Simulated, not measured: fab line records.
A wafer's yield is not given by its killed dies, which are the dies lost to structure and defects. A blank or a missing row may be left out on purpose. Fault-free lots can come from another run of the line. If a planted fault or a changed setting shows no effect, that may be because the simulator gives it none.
Matching of chambers / flow nand_harc / NHARC_A_STAIRCASE_DESCUM_443 on rie_diel-09: 4 sister chambers
The step chemistry O2, time 3 s. 22 wafers are shown with their chamber, then 11 later ones without.

## EACH WAFER AND ITS CHAMBER
wafer=L075.1; chamber=2; drypump_motor_current_A (A)=5.5; showerhead_plenum_p_Torr (Torr)=1.96; throttle_valve_pct (%)=11.309
wafer=L075.2; chamber=3; drypump_motor_current_A (A)=6.6; showerhead_plenum_p_Torr (Torr)=1.91; throttle_valve_pct (%)=11.309
wafer=L075.4; chamber=0; drypump_motor_current_A (A)=5.7; showerhead_plenum_p_Torr (Torr)=1.88; throttle_valve_pct (%)=11.309
wafer=L077.1; chamber=1; drypump_motor_current_A (A)=5.7; showerhead_plenum_p_Torr (Torr)=1.89; throttle_valve_pct (%)=11.296
wafer=L077.5; chamber=3; drypump_motor_current_A (A)=6.6; showerhead_plenum_p_Torr (Torr)=1.91; throttle_valve_pct (%)=11.308
wafer=L077.6; chamber=2; drypump_motor_current_A (A)=5.5; showerhead_plenum_p_Torr (Torr)=1.95; throttle_valve_pct (%)=11.319
wafer=L085.3; chamber=1; drypump_motor_current_A (A)=5.7; showerhead_plenum_p_Torr (Torr)=1.88; throttle_valve_pct (%)=11.308
wafer=L085.4; chamber=3; drypump_motor_current_A (A)=6.6; showerhead_plenum_p_Torr (Torr)=1.90; throttle_valve_pct (%)=11.302
wafer=L085.6; chamber=1; drypump_motor_current_A (A)=5.7; showerhead_plenum_p_Torr (Torr)=1.88; throttle_valve_pct (%)=11.313
wafer=L084.1; chamber=1; drypump_motor_current_A (A)=5.7; showerhead_plenum_p_Torr (Torr)=1.88; throttle_valve_pct (%)=11.319
wafer=L084.2; chamber=2; drypump_motor_current_A (A)=5.5; showerhead_plenum_p_Torr (Torr)=1.95; throttle_valve_pct (%)=11.312
wafer=L084.4; chamber=3; drypump_motor_current_A (A)=6.6; showerhead_plenum_p_Torr (Torr)=1.90; throttle_valve_pct (%)=11.321
wafer=L087.2; chamber=1; drypump_motor_current_A (A)=5.7; showerhead_plenum_p_Torr (Torr)=1.88; throttle_valve_pct (%)=11.296
wafer=L087.3; chamber=0; drypump_motor_current_A (A)=5.7; showerhead_plenum_p_Torr (Torr)=1.87; throttle_valve_pct (%)=11.303
wafer=L087.6; chamber=2; drypump_motor_current_A (A)=5.5; showerhead_plenum_p_Torr (Torr)=1.94; throttle_valve_pct (%)=11.313
wafer=L089.3; chamber=3; drypump_motor_current_A (A)=6.6; showerhead_plenum_p_Torr (Torr)=1.90; throttle_valve_pct (%)=11.317
wafer=L089.4; chamber=2; drypump_motor_current_A (A)=5.5; showerhead_plenum_p_Torr (Torr)=1.94; throttle_valve_pct (%)=11.318
wafer=L089.5; chamber=0; drypump_motor_current_A (A)=5.8; showerhead_plenum_p_Torr (Torr)=1.87; throttle_valve_pct (%)=11.311
wafer=L090.1; chamber=2; drypump_motor_current_A (A)=5.5; showerhead_plenum_p_Torr (Torr)=1.94; throttle_valve_pct (%)=11.319
wafer=L090.5; chamber=2; drypump_motor_current_A (A)=5.5; showerhead_plenum_p_Torr (Torr)=1.94; throttle_valve_pct (%)=11.316
wafer=L090.6; chamber=3; drypump_motor_current_A (A)=6.6; showerhead_plenum_p_Torr (Torr)=1.90; throttle_valve_pct (%)=11.321
wafer=L093.1; chamber=3; drypump_motor_current_A (A)=6.6; showerhead_plenum_p_Torr (Torr)=1.89; throttle_valve_pct (%)=11.334

SIGNATURES (means of the wafers above)
reading=drypump_motor_current_A; chamber 0=5.733; chamber 1=5.700; chamber 2=5.500; chamber 3=6.600; scatter within a chamber=0.0192
reading=showerhead_plenum_p_Torr; chamber 0=1.8733; chamber 1=1.8820; chamber 2=1.9457; chamber 3=1.9014; scatter within a chamber=0.00668
reading=throttle_valve_pct; chamber 0=11.30767; chamber 1=11.30640; chamber 2=11.31514; chamber 3=11.31600; scatter within a chamber=0.00827
Rule: for a wafer and a chamber, the distance is found by dividing, reading by reading, the gap between the wafer's reading and the chamber's mean by the reading's scatter, squaring, summing and taking the root. The wafer belongs to the nearest chamber; if the next one is less than 2 further off, it can't be placed. The scatter is the square root of a quotient: the sum, over the shown wafers, of each reading's squared deviation from its chamber's mean, divided by wafers minus chambers.

## WAFERS WITH NO CHAMBER GIVEN
wafer=L093.2; drypump_motor_current_A (A)=5.5; showerhead_plenum_p_Torr (Torr)=1.94; throttle_valve_pct (%)=11.312
wafer=L093.4; drypump_motor_current_A (A)=5.7; showerhead_plenum_p_Torr (Torr)=1.86; throttle_valve_pct (%)=11.324
wafer=L095.3; drypump_motor_current_A (A)=5.7; showerhead_plenum_p_Torr (Torr)=1.87; throttle_valve_pct (%)=11.313
wafer=L095.5; drypump_motor_current_A (A)=5.7; showerhead_plenum_p_Torr (Torr)=1.87; throttle_valve_pct (%)=11.303
wafer=L095.6; drypump_motor_current_A (A)=5.7; showerhead_plenum_p_Torr (Torr)=1.86; throttle_valve_pct (%)=11.320
wafer=L096.4; drypump_motor_current_A (A)=5.5; showerhead_plenum_p_Torr (Torr)=1.94; throttle_valve_pct (%)=11.301
wafer=L096.5; drypump_motor_current_A (A)=5.8; showerhead_plenum_p_Torr (Torr)=1.86; throttle_valve_pct (%)=11.298
wafer=L096.6; drypump_motor_current_A (A)=6.6; showerhead_plenum_p_Torr (Torr)=1.89; throttle_valve_pct (%)=11.306
wafer=L097.3; drypump_motor_current_A (A)=5.7; showerhead_plenum_p_Torr (Torr)=1.86; throttle_valve_pct (%)=11.305
wafer=L097.5; drypump_motor_current_A (A)=6.6; showerhead_plenum_p_Torr (Torr)=1.89; throttle_valve_pct (%)=11.317
wafer=L097.6; drypump_motor_current_A (A)=5.5; showerhead_plenum_p_Torr (Torr)=1.94; throttle_valve_pct (%)=11.318

## CHAMBER TAKEN BY EACH
wafer=L093.2; from the rows above=2; in truth=2
wafer=L093.4; from the rows above=can't be placed: 0 or 1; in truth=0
wafer=L095.3; from the rows above=can't be placed: 0 or 1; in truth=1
wafer=L095.5; from the rows above=can't be placed: 1 or 0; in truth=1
wafer=L095.6; from the rows above=can't be placed: 0 or 1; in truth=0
wafer=L096.4; from the rows above=2; in truth=2
wafer=L096.5; from the rows above=0; in truth=0
wafer=L096.6; from the rows above=3; in truth=3
wafer=L097.3; from the rows above=can't be placed: 0 or 1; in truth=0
wafer=L097.5; from the rows above=3; in truth=3
wafer=L097.6; from the rows above=2; in truth=2
Correctly placed: 6 of 11. Cannot be placed on the basis of these rows: 5; the candidates contain the true chamber in 5. 0 placed wrongly.
